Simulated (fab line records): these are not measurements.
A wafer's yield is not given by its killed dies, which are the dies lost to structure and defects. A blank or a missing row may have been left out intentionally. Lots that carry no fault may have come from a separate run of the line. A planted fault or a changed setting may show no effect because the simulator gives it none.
Struck lot and sound lot, side by side -- flow n5 finfet -- 14 out of 1938 route steps
Sound: wafers L566.2, L566.4, L566.6. Struck: wafer L576.5 (left out: L576.1, a lot-mate that was not struck); the cause follows at the end.
Order at every step that has rows: each side's tool, ch and its chambers, its first start. Under that, the readings that differ: sound wafers -- struck wafers -- difference of the means -- sigmas: that difference in standard deviations of wafers without a fault.
alike: words and numbers the same on both sides, and readings whose means are apart by under 2 such deviations; not compared: readings that were withheld, readings missing a value for some wafer, numbers with overlapping values and no deviation given by the record, and bounds like >300 which may hide the same value.
Wherever a step has rows on one side only, a row that says differs or no value, or a row with sigmas, the two part there. Numbers that have no deviation but don't overlap get no sigmas and don't part them. Lack of a reading on every wafer of one side parts them only where that side has two or more wafers.

first, 2 steps without rows for these wafers: N5_BEOL_M12_PRECLEAN_39 (cleans in residue remover, time 60 s); N5_BEOL_M12_SRD_40 (time 30 s, dry time 30 s).
N5_BEOL_M12_DEGAS_41: time 60 s.
  sound: pvd sputter-02 at day 11 08:48; struck: pvd sputter-01 at day 14 05:58
  alike: heater power w
N5_BEOL_M12_PRE_CLEAN_42: time 30 s.
  sound: pvd sputter-02 at day 11 08:50; struck: pvd sputter-01 at day 14 06:01
  alike: heater power w
N5_BEOL_M12_SPUTTER_43: material TaN, target thk 15 nm, time 24.19 s.
  sound: pvd sputter-02 at day 11 08:53; struck: pvd sputter-01 at day 14 06:03
  alike: throttle valve pct
N5_BEOL_M12_SPUTTER_44: material Ta, target thk 10 nm, time 16.13 s.
  sound: pvd sputter-02 at day 11 08:58; struck: pvd sputter-01 at day 14 06:08
  alike: throttle valve pct
then, 3 steps without rows for these wafers: N5_BEOL_M12_SPUTTER_45 (material Cu, target thk 80 nm, time 13.33 s); N5_BEOL_M12_ECD_47 (material Cu, target thk 720 nm); N5_BEOL_M12_ANNEAL_48 (time 90 s).
N5_BEOL_M12_CMP_49: polishes, stops on SiOC, t overpolish 20.6 s, target thk 320 nm.
  sound on cmp-04 ch 2,3, day 11 09:38; struck on cmp-03 ch 3, day 14 06:57
reading,sound,struck,difference,sigmas
overpolish run s (s),20.608 20.594 20.585,20.618,+0.022,+2
  alike: barrier field endpoint s, motor current A
N5_BEOL_M12_THK_MEAS_50: measures by xrf.
  sound: film metro-02 at day 11 09:53; struck: film metro-01 at day 14 07:13
  alike: M12_THK
then, 1 step without rows for these wafers: N5_BEOL_M12_PRE_CLEAN_52 (time 15 s).
N5_BEOL_M12_DEP_53: deposits SiCN from 3MS/NH3, target thk 30 nm, time 10.5 s.
  sound on pecvd-03 ch 0,2, day 11 09:57; struck on pecvd-01 ch 0, day 14 07:16
  alike: chamber pressure Torr, showerhead plenum p Torr, throttle valve pct
  not compared: model.SiCN_of_BEOL_M12_DEP_53.thk nm
N5_BEOL_M12_RS_MEAS_54: uses a four-point probe to measure.
  sound: film metro-02 at day 11 10:01; struck: film metro-01 at day 14 07:20
  alike: M12_RS

== WHERE THEY PART ==
N5_BEOL_M12_CMP_49 only, going by this record. Later steps at which nothing parts them and some readings are alike: N5_BEOL_M12_THK_MEAS_50, N5_BEOL_M12_DEP_53, N5_BEOL_M12_RS_MEAS_54.

WHY: the cause the simulator had injected
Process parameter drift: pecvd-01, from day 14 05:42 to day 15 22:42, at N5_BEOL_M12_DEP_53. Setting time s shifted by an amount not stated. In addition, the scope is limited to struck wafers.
